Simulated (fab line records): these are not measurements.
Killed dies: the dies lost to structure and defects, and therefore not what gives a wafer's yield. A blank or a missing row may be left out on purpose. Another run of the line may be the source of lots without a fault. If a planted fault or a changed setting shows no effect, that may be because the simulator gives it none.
fab line records / flow nandHarc
[record] lots = 14 wafers = 42 lastDay = 24
route steps=1159 shown P_BONDPAD@381 A_START@389 A_ONON_D1@429 END@1159
lots that met no fault: taken from a fault-free run of the same line
startH: hours from the record's opening day to when the first of the lot's shown wafers began / waitH: hours elapsed since this lot's preceding step / " same as the row above / L1.1+2: several wafers, shown together as one row / - either no value or no given start / * or withheld: withheld / < > ~ a bound
route shown NAME@n: names a module that has steps shown in the file, with the first one's number in the route / usual: average and standard deviation across the fault-free wafers / same: alike in all rows / chamber/n: place in a boat / sites: each site's reading / _std_site: standard deviation of those values / _edge_site: the outer-site mean with the inner-site mean subtracted / radiusMm: how far each site lies from the wafer's centre / mask NAME#n: copy n / behind: the tool/chamber that last shaped the wafer / hold: why the lot went on hold/how many hours it stayed there/how the hold came to an end / device: transistor that didn't switch, given as n, p or np / end of line: the same wafers' tests at the end of the route / a step with no rows: only its recipe / killed: dies that structure and defects cost at the first sort, which is not the same as the wafer's yield / map: per-die view of a wafer (x killed, . not killed, _ where there is no die)
set.NAME: setting as actually run; set.NAME@STEP: the setting as run at that earlier step / model.NAME: the simulator's own value behind a step, which no gauge read
one table for each step of the route and one row for each wafer, over a sample of lots
services: the hour from which a tool's chamber was out of use, counted from the record's first day as startH (under 0 if before that day), plus the number of hours and why
[[steps]]
[step NHARC_P_BONDPAD_THK_MEAS_20]
[recipe] thkMeasGauge = xrf
[usual] thkNm = 160.0/1.5
lot.wafer=L379.1 tool=filmMetro-02 chamber=- startH=121.70 waitH=- thkNm=160.9
lot.wafer=L379.5 tool=filmMetro-02 chamber=- startH=121.70 waitH=- thkNm=162.6
lot.wafer=L379.6 tool=filmMetro-02 chamber=- startH=121.70 waitH=- thkNm=160.4
lot.wafer=L380.1 tool=filmMetro-01 chamber=- startH=130.97 waitH=- thkNm=160.2
lot.wafer=L380.2 tool=filmMetro-01 chamber=- startH=130.97 waitH=- thkNm=160.1
lot.wafer=L380.3 tool=filmMetro-01 chamber=- startH=130.97 waitH=- thkNm=159.4
lot.wafer=L382.1 tool=filmMetro-01 chamber=- startH=153.21 waitH=- thkNm=158.9
lot.wafer=L382.2 tool=filmMetro-01 chamber=- startH=153.21 waitH=- thkNm=160.3
lot.wafer=L382.6 tool=filmMetro-01 chamber=- startH=153.21 waitH=- thkNm=159.2
lot.wafer=L384.2 tool=filmMetro-02 chamber=- startH=153.91 waitH=- thkNm=156.7
lot.wafer=L384.3 tool=filmMetro-02 chamber=- startH=153.91 waitH=- thkNm=157.5
lot.wafer=L384.6 tool=filmMetro-02 chamber=- startH=153.91 waitH=- thkNm=158.1
lot.wafer=L383.3 tool=filmMetro-02 chamber=- startH=160.59 waitH=- thkNm=160.6
lot.wafer=L383.4 tool=filmMetro-02 chamber=- startH=160.59 waitH=- thkNm=162.4
lot.wafer=L383.6 tool=filmMetro-02 chamber=- startH=160.59 waitH=- thkNm=158.9
lot.wafer=L386.3 tool=filmMetro-01 chamber=- startH=174.64 waitH=- thkNm=162.8
lot.wafer=L386.4 tool=filmMetro-01 chamber=- startH=174.64 waitH=- thkNm=161.7
lot.wafer=L386.6 tool=filmMetro-01 chamber=- startH=174.64 waitH=- thkNm=160.2
lot.wafer=L385.2 tool=filmMetro-02 chamber=- startH=175.03 waitH=- thkNm=161.2
lot.wafer=L385.3 tool=filmMetro-02 chamber=- startH=175.03 waitH=- thkNm=160.6
lot.wafer=L385.4 tool=filmMetro-02 chamber=- startH=175.03 waitH=- thkNm=162.4
lot.wafer=L389.1 tool=filmMetro-01 chamber=- startH=197.12 waitH=- thkNm=160.9
lot.wafer=L389.5 tool=filmMetro-01 chamber=- startH=197.12 waitH=- thkNm=158.1
lot.wafer=L389.6 tool=filmMetro-01 chamber=- startH=197.12 waitH=- thkNm=156.6
lot.wafer=L391.1 tool=filmMetro-01 chamber=- startH=226.85 waitH=- thkNm=159.4
lot.wafer=L391.3 tool=filmMetro-01 chamber=- startH=226.85 waitH=- thkNm=159.6
lot.wafer=L391.5 tool=filmMetro-01 chamber=- startH=226.85 waitH=- thkNm=159.7
lot.wafer=L393.1 tool=filmMetro-01 chamber=- startH=228.27 waitH=- thkNm=160.4
lot.wafer=L393.2 tool=filmMetro-01 chamber=- startH=228.27 waitH=- thkNm=162.2
lot.wafer=L393.4 tool=filmMetro-01 chamber=- startH=228.27 waitH=- thkNm=160.7
lot.wafer=L395.1 tool=filmMetro-01 chamber=- startH=234.91 waitH=- thkNm=161.5
lot.wafer=L395.3 tool=filmMetro-01 chamber=- startH=234.91 waitH=- thkNm=158.8
lot.wafer=L395.5 tool=filmMetro-01 chamber=- startH=234.91 waitH=- thkNm=161.0
lot.wafer=L397.1 tool=filmMetro-01 chamber=- startH=237.29 waitH=- thkNm=158.9
lot.wafer=L397.3 tool=filmMetro-01 chamber=- startH=237.29 waitH=- thkNm=159.2
lot.wafer=L397.4 tool=filmMetro-01 chamber=- startH=237.29 waitH=- thkNm=160.4
lot.wafer=L398.1 tool=filmMetro-01 chamber=- startH=245.38 waitH=- thkNm=161.4
lot.wafer=L398.3 tool=filmMetro-01 chamber=- startH=245.38 waitH=- thkNm=161.5
lot.wafer=L398.4 tool=filmMetro-01 chamber=- startH=245.38 waitH=- thkNm=162.0
lot.wafer=L400.3 tool=filmMetro-02 chamber=- startH=261.72 waitH=- thkNm=158.2
lot.wafer=L400.5 tool=filmMetro-02 chamber=- startH=261.72 waitH=- thkNm=160.9
lot.wafer=L400.6 tool=filmMetro-02 chamber=- startH=261.72 waitH=- thkNm=158.2
[step NHARC_A_START_INSPECT_01]
[usual] rawDefectCount = 3.7/1.8
lot.wafer=L379.1 tool=defectInspect-01 chamber=- startH=122.40 waitH=- rawDefectCount=5
lot.wafer=L379.5 tool=defectInspect-01 chamber=- startH=122.40 waitH=- rawDefectCount=4
lot.wafer=L379.6 tool=defectInspect-01 chamber=- startH=122.40 waitH=- rawDefectCount=6
lot.wafer=L380.1 tool=defectInspect-01 chamber=- startH=131.66 waitH=- rawDefectCount=3
lot.wafer=L380.2 tool=defectInspect-01 chamber=- startH=131.66 waitH=- rawDefectCount=3
lot.wafer=L380.3 tool=defectInspect-01 chamber=- startH=131.66 waitH=- rawDefectCount=5
lot.wafer=L382.1 tool=defectInspect-01 chamber=- startH=153.88 waitH=- rawDefectCount=4
lot.wafer=L382.2 tool=defectInspect-01 chamber=- startH=153.88 waitH=- rawDefectCount=4
lot.wafer=L382.6 tool=defectInspect-01 chamber=- startH=153.88 waitH=- rawDefectCount=5
lot.wafer=L384.2 tool=defectInspect-01 chamber=- startH=154.58 waitH=- rawDefectCount=2
lot.wafer=L384.3 tool=defectInspect-01 chamber=- startH=154.58 waitH=- rawDefectCount=3
lot.wafer=L384.6 tool=defectInspect-01 chamber=- startH=154.58 waitH=- rawDefectCount=6
lot.wafer=L383.3 tool=defectInspect-01 chamber=- startH=161.26 waitH=- rawDefectCount=2
lot.wafer=L383.4 tool=defectInspect-01 chamber=- startH=161.26 waitH=- rawDefectCount=2
lot.wafer=L383.6 tool=defectInspect-01 chamber=- startH=161.26 waitH=- rawDefectCount=6
lot.wafer=L386.3 tool=defectInspect-01 chamber=- startH=175.31 waitH=- rawDefectCount=7
lot.wafer=L386.4 tool=defectInspect-01 chamber=- startH=175.31 waitH=- rawDefectCount=4
lot.wafer=L386.6 tool=defectInspect-01 chamber=- startH=175.31 waitH=- rawDefectCount=4
lot.wafer=L385.2 tool=defectInspect-02 chamber=- startH=175.72 waitH=- rawDefectCount=6
lot.wafer=L385.3 tool=defectInspect-02 chamber=- startH=175.72 waitH=- rawDefectCount=6
lot.wafer=L385.4 tool=defectInspect-02 chamber=- startH=175.72 waitH=- rawDefectCount=2
lot.wafer=L389.1 tool=defectInspect-02 chamber=- startH=197.79 waitH=- rawDefectCount=4
lot.wafer=L389.5 tool=defectInspect-02 chamber=- startH=197.79 waitH=- rawDefectCount=3
lot.wafer=L389.6 tool=defectInspect-02 chamber=- startH=197.79 waitH=- rawDefectCount=4
lot.wafer=L391.1 tool=defectInspect-01 chamber=- startH=227.52 waitH=- rawDefectCount=4
lot.wafer=L391.3 tool=defectInspect-01 chamber=- startH=227.52 waitH=- rawDefectCount=1
lot.wafer=L391.5 tool=defectInspect-01 chamber=- startH=227.52 waitH=- rawDefectCount=0
lot.wafer=L393.1 tool=defectInspect-01 chamber=- startH=228.94 waitH=- rawDefectCount=5
lot.wafer=L393.2 tool=defectInspect-01 chamber=- startH=228.94 waitH=- rawDefectCount=1
lot.wafer=L393.4 tool=defectInspect-01 chamber=- startH=228.94 waitH=- rawDefectCount=6
lot.wafer=L395.1 tool=defectInspect-01 chamber=- startH=235.60 waitH=- rawDefectCount=5
lot.wafer=L395.3 tool=defectInspect-01 chamber=- startH=235.60 waitH=- rawDefectCount=3
lot.wafer=L395.5 tool=defectInspect-01 chamber=- startH=235.60 waitH=- rawDefectCount=8
lot.wafer=L397.1 tool=defectInspect-02 chamber=- startH=237.98 waitH=- rawDefectCount=5
lot.wafer=L397.3 tool=defectInspect-02 chamber=- startH=237.98 waitH=- rawDefectCount=6
lot.wafer=L397.4 tool=defectInspect-02 chamber=- startH=237.98 waitH=- rawDefectCount=7
lot.wafer=L398.1 tool=defectInspect-01 chamber=- startH=246.07 waitH=- rawDefectCount=5
lot.wafer=L398.3 tool=defectInspect-01 chamber=- startH=246.07 waitH=- rawDefectCount=1
lot.wafer=L398.4 tool=defectInspect-01 chamber=- startH=246.07 waitH=- rawDefectCount=6
lot.wafer=L400.3 tool=defectInspect-02 chamber=- startH=262.41 waitH=- rawDefectCount=4
lot.wafer=L400.5 tool=defectInspect-02 chamber=- startH=262.41 waitH=- rawDefectCount=4
lot.wafer=L400.6 tool=defectInspect-02 chamber=- startH=262.41 waitH=- rawDefectCount=3
[step NHARC_A_ONON_D1_THK_MEAS_08]
[recipe] thkMeasGauge = ellipsometry
[usual] thkNm = 999/11
lot.wafer=L379.1 tool=filmMetro-02 chamber=- startH=153.90 waitH=- thkNm=988
lot.wafer=L379.5 tool=filmMetro-02 chamber=- startH=153.90 waitH=- thkNm=987
lot.wafer=L379.6 tool=filmMetro-02 chamber=- startH=153.90 waitH=- thkNm=987
lot.wafer=L380.1 tool=filmMetro-02 chamber=- startH=154.25 waitH=- thkNm=991
lot.wafer=L380.2 tool=filmMetro-02 chamber=- startH=154.25 waitH=- thkNm=993
lot.wafer=L380.3 tool=filmMetro-02 chamber=- startH=154.25 waitH=- thkNm=991
lot.wafer=L382.1 tool=filmMetro-02 chamber=- startH=176.89 waitH=- thkNm=1008
lot.wafer=L382.2 tool=filmMetro-02 chamber=- startH=176.89 waitH=- thkNm=1009
lot.wafer=L382.6 tool=filmMetro-02 chamber=- startH=176.89 waitH=- thkNm=1009
lot.wafer=L384.2 tool=filmMetro-01 chamber=- startH=176.90 waitH=- thkNm=986
lot.wafer=L384.3 tool=filmMetro-01 chamber=- startH=176.90 waitH=- thkNm=988
lot.wafer=L384.6 tool=filmMetro-01 chamber=- startH=176.90 waitH=- thkNm=987
lot.wafer=L383.3 tool=filmMetro-02 chamber=- startH=186.03 waitH=- thkNm=1000
lot.wafer=L383.4 tool=filmMetro-02 chamber=- startH=186.03 waitH=- thkNm=999
lot.wafer=L383.6 tool=filmMetro-02 chamber=- startH=186.03 waitH=- thkNm=1000
lot.wafer=L386.3 tool=filmMetro-02 chamber=- startH=199.93 waitH=- thkNm=1002
lot.wafer=L386.4 tool=filmMetro-02 chamber=- startH=199.93 waitH=- thkNm=1004
lot.wafer=L386.6 tool=filmMetro-02 chamber=- startH=199.93 waitH=- thkNm=1002
lot.wafer=L385.2 tool=filmMetro-01 chamber=- startH=199.94 waitH=- thkNm=998
lot.wafer=L385.3 tool=filmMetro-01 chamber=- startH=199.94 waitH=- thkNm=997
lot.wafer=L385.4 tool=filmMetro-01 chamber=- startH=199.94 waitH=- thkNm=997
lot.wafer=L389.1 tool=filmMetro-02 chamber=- startH=222.47 waitH=- thkNm=1019
lot.wafer=L389.5 tool=filmMetro-02 chamber=- startH=222.47 waitH=- thkNm=1019
lot.wafer=L389.6 tool=filmMetro-02 chamber=- startH=222.47 waitH=- thkNm=1020
lot.wafer=L393.1 tool=filmMetro-01 chamber=- startH=251.65 waitH=- thkNm=1006
lot.wafer=L393.2 tool=filmMetro-01 chamber=- startH=251.65 waitH=- thkNm=1007
lot.wafer=L393.4 tool=filmMetro-01 chamber=- startH=251.65 waitH=- thkNm=1007
lot.wafer=L391.1 tool=filmMetro-01 chamber=- startH=252.00 waitH=- thkNm=977
lot.wafer=L391.3 tool=filmMetro-01 chamber=- startH=252.00 waitH=- thkNm=977
lot.wafer=L391.5 tool=filmMetro-01 chamber=- startH=252.00 waitH=- thkNm=977
lot.wafer=L395.1 tool=filmMetro-01 chamber=- startH=259.64 waitH=- thkNm=1013
lot.wafer=L395.3 tool=filmMetro-01 chamber=- startH=259.64 waitH=- thkNm=1013
lot.wafer=L395.5 tool=filmMetro-01 chamber=- startH=259.64 waitH=- thkNm=1012
lot.wafer=L397.1 tool=filmMetro-01 chamber=- startH=259.80 waitH=- thkNm=998
lot.wafer=L397.3 tool=filmMetro-01 chamber=- startH=259.80 waitH=- thkNm=999
lot.wafer=L397.4 tool=filmMetro-01 chamber=- startH=259.80 waitH=- thkNm=997
lot.wafer=L398.1 tool=filmMetro-01 chamber=- startH=271.16 waitH=- thkNm=1008
lot.wafer=L398.3 tool=filmMetro-01 chamber=- startH=271.16 waitH=- thkNm=1007
lot.wafer=L398.4 tool=filmMetro-01 chamber=- startH=271.16 waitH=- thkNm=1006
lot.wafer=L400.3 tool=filmMetro-02 chamber=- startH=287.36 waitH=- thkNm=989
lot.wafer=L400.5 tool=filmMetro-02 chamber=- startH=287.36 waitH=- thkNm=987
lot.wafer=L400.6 tool=filmMetro-02 chamber=- startH=287.36 waitH=- thkNm=987
[step NHARC_A_ONON_D1_DEP_22]
[recipe] targetThkA = 10000 n2FlowSccm = 2750 n2oFlowSccm = 2000 nh3FlowSccm = 500 sih4FlowSccm = 210 tempC = 400
[usual] n2FlowSccm = 2750/8.1
lot.wafer=L380.1 tool=pecvdOnon-02 chamber=0 startH=167.97 waitH=0.1 n2FlowSccm=2754
lot.wafer=L380.2 tool=pecvdOnon-02 chamber=0 startH=167.97 waitH=0.1 n2FlowSccm=2752
lot.wafer=L380.3 tool=pecvdOnon-02 chamber=0 startH=167.97 waitH=0.1 n2FlowSccm=2749
lot.wafer=L379.1 tool=pecvdOnon-03 chamber=0 startH=167.98 waitH=0.1 n2FlowSccm=2762
lot.wafer=L379.5 tool=pecvdOnon-03 chamber=0 startH=167.98 waitH=0.1 n2FlowSccm=2749
lot.wafer=L379.6 tool=pecvdOnon-03 chamber=0 startH=167.98 waitH=0.1 n2FlowSccm=2752
lot.wafer=L382.1 tool=pecvdOnon-03 chamber=0 startH=185.71 waitH=0.1 n2FlowSccm=2735
lot.wafer=L382.2 tool=pecvdOnon-03 chamber=0 startH=185.71 waitH=0.1 n2FlowSccm=2746
lot.wafer=L382.6 tool=pecvdOnon-03 chamber=0 startH=185.71 waitH=0.1 n2FlowSccm=2733
lot.wafer=L384.2 tool=pecvdOnon-02 chamber=0 startH=185.77 waitH=0.1 n2FlowSccm=2753
lot.wafer=L384.3 tool=pecvdOnon-02 chamber=0 startH=185.77 waitH=0.1 n2FlowSccm=2756
lot.wafer=L384.6 tool=pecvdOnon-02 chamber=0 startH=185.77 waitH=0.1 n2FlowSccm=2767
lot.wafer=L383.3 tool=pecvdOnon-01 chamber=0 startH=195.06 waitH=0.2 n2FlowSccm=2748
lot.wafer=L383.4 tool=pecvdOnon-01 chamber=0 startH=195.06 waitH=0.2 n2FlowSccm=2750
lot.wafer=L383.6 tool=pecvdOnon-01 chamber=0 startH=195.06 waitH=0.2 n2FlowSccm=2751
lot.wafer=L385.2 tool=pecvdOnon-03 chamber=0 startH=210.68 waitH=0.1 n2FlowSccm=2755
lot.wafer=L385.3 tool=pecvdOnon-03 chamber=0 startH=210.68 waitH=0.1 n2FlowSccm=2752
lot.wafer=L385.4 tool=pecvdOnon-03 chamber=0 startH=210.68 waitH=0.1 n2FlowSccm=2743
lot.wafer=L386.3 tool=pecvdOnon-01 chamber=0 startH=210.74 waitH=0.2 n2FlowSccm=2760
lot.wafer=L386.4 tool=pecvdOnon-01 chamber=0 startH=210.74 waitH=0.2 n2FlowSccm=2757
lot.wafer=L386.6 tool=pecvdOnon-01 chamber=0 startH=210.74 waitH=0.2 n2FlowSccm=2757
lot.wafer=L389.1 tool=pecvdOnon-01 chamber=0 startH=231.33 waitH=0.1 n2FlowSccm=2748
lot.wafer=L389.5 tool=pecvdOnon-01 chamber=0 startH=231.33 waitH=0.1 n2FlowSccm=2751
lot.wafer=L389.6 tool=pecvdOnon-01 chamber=0 startH=231.33 waitH=0.1 n2FlowSccm=2744
lot.wafer=L393.1 tool=pecvdOnon-01 chamber=0 startH=261.39 waitH=0.3 n2FlowSccm=2763
lot.wafer=L393.2 tool=pecvdOnon-01 chamber=0 startH=261.39 waitH=0.3 n2FlowSccm=2758
lot.wafer=L393.4 tool=pecvdOnon-01 chamber=0 startH=261.39 waitH=0.3 n2FlowSccm=2761
lot.wafer=L391.1 tool=pecvdOnon-03 chamber=0 startH=261.68 waitH=0.5 n2FlowSccm=2744
lot.wafer=L391.3 tool=pecvdOnon-03 chamber=0 startH=261.68 waitH=0.5 n2FlowSccm=2746
lot.wafer=L391.5 tool=pecvdOnon-03 chamber=0 startH=261.68 waitH=0.5 n2FlowSccm=2755
lot.wafer=L395.1 tool=pecvdOnon-03 chamber=0 startH=271.71 waitH=0.2 n2FlowSccm=2735
lot.wafer=L395.3 tool=pecvdOnon-03 chamber=0 startH=271.71 waitH=0.2 n2FlowSccm=2737
lot.wafer=L395.5 tool=pecvdOnon-03 chamber=0 startH=271.71 waitH=0.2 n2FlowSccm=2738
lot.wafer=L397.1 tool=pecvdOnon-02 chamber=0 startH=271.71 waitH=0.2 n2FlowSccm=2758
lot.wafer=L397.3 tool=pecvdOnon-02 chamber=0 startH=271.71 waitH=0.2 n2FlowSccm=2751
lot.wafer=L397.4 tool=pecvdOnon-02 chamber=0 startH=271.71 waitH=0.2 n2FlowSccm=2745
lot.wafer=L398.1 tool=pecvdOnon-01 chamber=0 startH=281.42 waitH=0.1 n2FlowSccm=2743
lot.wafer=L398.3 tool=pecvdOnon-01 chamber=0 startH=281.42 waitH=0.1 n2FlowSccm=2748
lot.wafer=L398.4 tool=pecvdOnon-01 chamber=0 startH=281.42 waitH=0.1 n2FlowSccm=2750
lot.wafer=L400.3 tool=pecvdOnon-01 chamber=0 startH=296.56 waitH=0.3 n2FlowSccm=2744
lot.wafer=L400.5 tool=pecvdOnon-01 chamber=0 startH=296.56 waitH=0.3 n2FlowSccm=2751
lot.wafer=L400.6 tool=pecvdOnon-01 chamber=0 startH=296.56 waitH=0.3 n2FlowSccm=2751
[step NHARC_A_ONON_D1_THK_MEAS_24]
[recipe] thkMeasGauge = ellipsometry
[usual] thkNm = 998/9.5
lot.wafer=L380.1 tool=filmMetro-02 chamber=- startH=168.48 waitH=- thkNm=998
lot.wafer=L380.2 tool=filmMetro-02 chamber=- startH=168.48 waitH=- thkNm=998
lot.wafer=L380.3 tool=filmMetro-02 chamber=- startH=168.48 waitH=- thkNm=998
lot.wafer=L379.1 tool=filmMetro-01 chamber=- startH=168.49 waitH=- thkNm=1003
lot.wafer=L379.5 tool=filmMetro-01 chamber=- startH=168.49 waitH=- thkNm=1004
lot.wafer=L379.6 tool=filmMetro-01 chamber=- startH=168.49 waitH=- thkNm=1004
lot.wafer=L382.1 tool=filmMetro-01 chamber=- startH=186.21 waitH=- thkNm=1006
lot.wafer=L382.2 tool=filmMetro-01 chamber=- startH=186.21 waitH=- thkNm=1007
lot.wafer=L382.6 tool=filmMetro-01 chamber=- startH=186.21 waitH=- thkNm=1006
lot.wafer=L384.2 tool=filmMetro-02 chamber=- startH=186.22 waitH=- thkNm=1001
lot.wafer=L384.3 tool=filmMetro-02 chamber=- startH=186.22 waitH=- thkNm=1001
lot.wafer=L384.6 tool=filmMetro-02 chamber=- startH=186.22 waitH=- thkNm=1000
lot.wafer=L383.3 tool=filmMetro-01 chamber=- startH=195.45 waitH=- thkNm=1003
lot.wafer=L383.4 tool=filmMetro-01 chamber=- startH=195.45 waitH=- thkNm=1003
lot.wafer=L383.6 tool=filmMetro-01 chamber=- startH=195.45 waitH=- thkNm=1004
lot.wafer=L386.3 tool=filmMetro-02 chamber=- startH=211.13 waitH=- thkNm=1004
lot.wafer=L386.4 tool=filmMetro-02 chamber=- startH=211.13 waitH=- thkNm=1002
lot.wafer=L386.6 tool=filmMetro-02 chamber=- startH=211.13 waitH=- thkNm=1002
lot.wafer=L385.2 tool=filmMetro-01 chamber=- startH=211.15 waitH=- thkNm=1004
lot.wafer=L385.3 tool=filmMetro-01 chamber=- startH=211.15 waitH=- thkNm=1004
lot.wafer=L385.4 tool=filmMetro-01 chamber=- startH=211.15 waitH=- thkNm=1005
lot.wafer=L389.1 tool=filmMetro-02 chamber=- startH=231.84 waitH=- thkNm=996
lot.wafer=L389.5 tool=filmMetro-02 chamber=- startH=231.84 waitH=- thkNm=999
lot.wafer=L389.6 tool=filmMetro-02 chamber=- startH=231.84 waitH=- thkNm=997
lot.wafer=L393.1 tool=filmMetro-02 chamber=- startH=261.91 waitH=- thkNm=995
lot.wafer=L393.2 tool=filmMetro-02 chamber=- startH=261.91 waitH=- thkNm=997
lot.wafer=L393.4 tool=filmMetro-02 chamber=- startH=261.91 waitH=- thkNm=998
lot.wafer=L391.1 tool=filmMetro-02 chamber=- startH=262.19 waitH=- thkNm=409
lot.wafer=L391.3 tool=filmMetro-02 chamber=- startH=262.19 waitH=- thkNm=408
lot.wafer=L391.5 tool=filmMetro-02 chamber=- startH=262.19 waitH=- thkNm=411
lot.wafer=L395.1 tool=filmMetro-02 chamber=- startH=272.21 waitH=- thkNm=388
lot.wafer=L395.3 tool=filmMetro-02 chamber=- startH=272.21 waitH=- thkNm=389
lot.wafer=L395.5 tool=filmMetro-02 chamber=- startH=272.21 waitH=- thkNm=386
lot.wafer=L397.1 tool=filmMetro-01 chamber=- startH=272.22 waitH=- thkNm=978
lot.wafer=L397.3 tool=filmMetro-01 chamber=- startH=272.22 waitH=- thkNm=979
lot.wafer=L397.4 tool=filmMetro-01 chamber=- startH=272.22 waitH=- thkNm=978
lot.wafer=L398.1 tool=filmMetro-02 chamber=- startH=281.93 waitH=- thkNm=989
lot.wafer=L398.3 tool=filmMetro-02 chamber=- startH=281.93 waitH=- thkNm=989
lot.wafer=L398.4 tool=filmMetro-02 chamber=- startH=281.93 waitH=- thkNm=991
lot.wafer=L400.3 tool=filmMetro-02 chamber=- startH=296.95 waitH=- thkNm=988
lot.wafer=L400.5 tool=filmMetro-02 chamber=- startH=296.95 waitH=- thkNm=989
lot.wafer=L400.6 tool=filmMetro-02 chamber=- startH=296.95 waitH=- thkNm=989
[step NHARC_END_SORT_01]
[recipe] tempC = 25
[usual] killedAtArray = 29/10 killedAtOther = 0.7/1.1 killedAtPeriphery = 3.3/2.4 killedDies = 33/11 killedOpen = 3.3/2 killedShort = 1.9/1.3
[same] grossDies = 677
lot.wafer=L391.1 tool=prober-01 chamber=0 startH=540.71 waitH=2.5 killedAtArray=666 killedAtOther=3 killedAtPeriphery=8 killedDies=677 killedOpen=4 killedShort=2
lot.wafer=L391.3 tool=prober-01 chamber=0 startH=542.29 waitH=3.1 killedAtArray=666 killedAtOther=5 killedAtPeriphery=6 killedDies=677 killedOpen=3 killedShort=2
lot.wafer=L391.5 tool=prober-01 chamber=0 startH=543.88 waitH=3.7 killedAtArray=671 killedAtOther=1 killedAtPeriphery=5 killedDies=677 killedOpen=3 killedShort=2
lot.wafer=L395.1 tool=prober-02 chamber=0 startH=557.75 waitH=2.5 killedAtArray=675 killedAtOther=0 killedAtPeriphery=2 killedDies=677 killedOpen=1 killedShort=3
lot.wafer=L395.3 tool=prober-02 chamber=0 startH=559.36 waitH=3.1 killedAtArray=672 killedAtOther=3 killedAtPeriphery=2 killedDies=677 killedOpen=4 killedShort=3
lot.wafer=L395.5 tool=prober-02 chamber=0 startH=560.96 waitH=3.7 killedAtArray=670 killedAtOther=0 killedAtPeriphery=7 killedDies=677 killedOpen=5 killedShort=1
// killed by level:class
L391.1 A_ONON_D1:areaDep=634 A_SLIT:chamberFilmFlake=9 A_CHANNEL_HOLE_D1:chamberFilmFlake=7 P_CONTACT:chamberFilmFlake=6 A_STAIRCASE:chamberFilmFlake=5 A_CONTACT:chamberFilmFlake=5 THIN_TSV:chamberFilmFlake=3 A_CONTACT:geometricParticle:open=2
L391.3 A_ONON_D1:areaDep=631 A_SLIT:chamberFilmFlake=17 A_CONTACT:chamberFilmFlake=7 A_STAIRCASE:chamberFilmFlake=6 P_CONTACT:chamberFilmFlake=5 THIN_TSV:chamberFilmFlake=4 A_CHANNEL_HOLE_D1:chamberFilmFlake=2 P_CONTACT:geometricParticle:open=1
L391.5 A_ONON_D1:areaDep=642 A_SLIT:chamberFilmFlake=10 A_CONTACT:chamberFilmFlake=10 P_CONTACT:chamberFilmFlake=3 A_STAIRCASE:chamberFilmFlake=3 A_CHANNEL_HOLE_D1:chamberFilmFlake=2 P_STI:geometricParticle:open=1 A_CHANNEL_FILL_D1:geometricParticle:open=1
L395.1 A_ONON_D1:areaDep=635 A_CHANNEL_HOLE_D1:chamberFilmFlake=20 A_SLIT:chamberFilmFlake=15 P_GATE:geometricParticle:short=1 A_CHANNEL_FILL_D1:geometricParticle:open=1 A_STAIRCASE:geometricParticle:short=1 A_WL_FILL:geometricParticle:short=1 P_M2:chamberFilmFlake=1
L395.3 A_ONON_D1:areaDep=632 A_CHANNEL_HOLE_D1:chamberFilmFlake=22 A_SLIT:chamberFilmFlake=13 A_BLC:geometricParticle:open=2 THIN_TSV:chamberFilmFlake=2 P_CONTACT:geometricParticle:open=1 A_ONON_D1:geometricParticle:short=1 A_SGD_CUT:geometricParticle:short=1
L395.5 A_ONON_D1:areaDep=620 A_CHANNEL_HOLE_D1:chamberFilmFlake=24 A_SLIT:chamberFilmFlake=19 P_M2:chamberFilmFlake=3 A_CONTACT:geometricParticle:open=2 P_STI:chamberFilmFlake=2 P_GATE:geometricParticle:open=1 A_ONON_D1:geometricParticle:open=1
[[services]]
tool=pecvdOnon-03 chamber=- startH=153.17 hours=13.0 kind=pm
tool=pecvdOnon-01 chamber=- startH=195.29 hours=13.0 kind=pm
tool=pecvdOnon-02 chamber=- startH=292.18 hours=13.0 kind=pm
[[key]]
[firstSign] step = NHARC_A_ONON_D1_THK_MEAS_24 reading = thkNm direction = down sigmas = 63 usual = 998 struck = 399
[effect] step = NHARC_END_SORT_01 reading = killedAtArray direction = up sigmas = 63 usual = 29 struck = 670
[moreKillsBornAt] NHARC_A_ONON_D1_DEP_22@pecvdOnon-03 = 3794
metAt NHARC_A_ONON_D1_DEP_22
struckLots L391,L395
struckWafers L391.1,L391.3,L391.5,L395.1,L395.3,L395.5
laterRowsLeftOut L391.1,L391.3,L391.5,L395.1,L395.3,L395.5
testerLeftOut L391,L395
notActingAt NHARC_P_BONDPAD_THK_MEAS_20,NHARC_A_START_INSPECT_01,NHARC_A_ONON_D1_THK_MEAS_08
onsetBetween 210.68 261.68
[fault] kind = processParameterDrift tool = pecvdOnon-03 chamber = 0 onsetH = 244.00 steps = NHARC_A_ONON_D1_DEP_22 channel = targetThkA offset = * shape = step endH = 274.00 actsIn = * stated = *
// testerLeftOut: of these lots the tester's yield and bins aren't shown, on N5 and GAA mostly nor the transistor test; their killed dies are dies lost to structure and defects alone, not to doping, threshold or leakage, so they don't give the yield
// laterRowsLeftOut: the simulator's readings of these wafers behind a module that went badly wrong aren't trusted and aren't shown, but for the sort
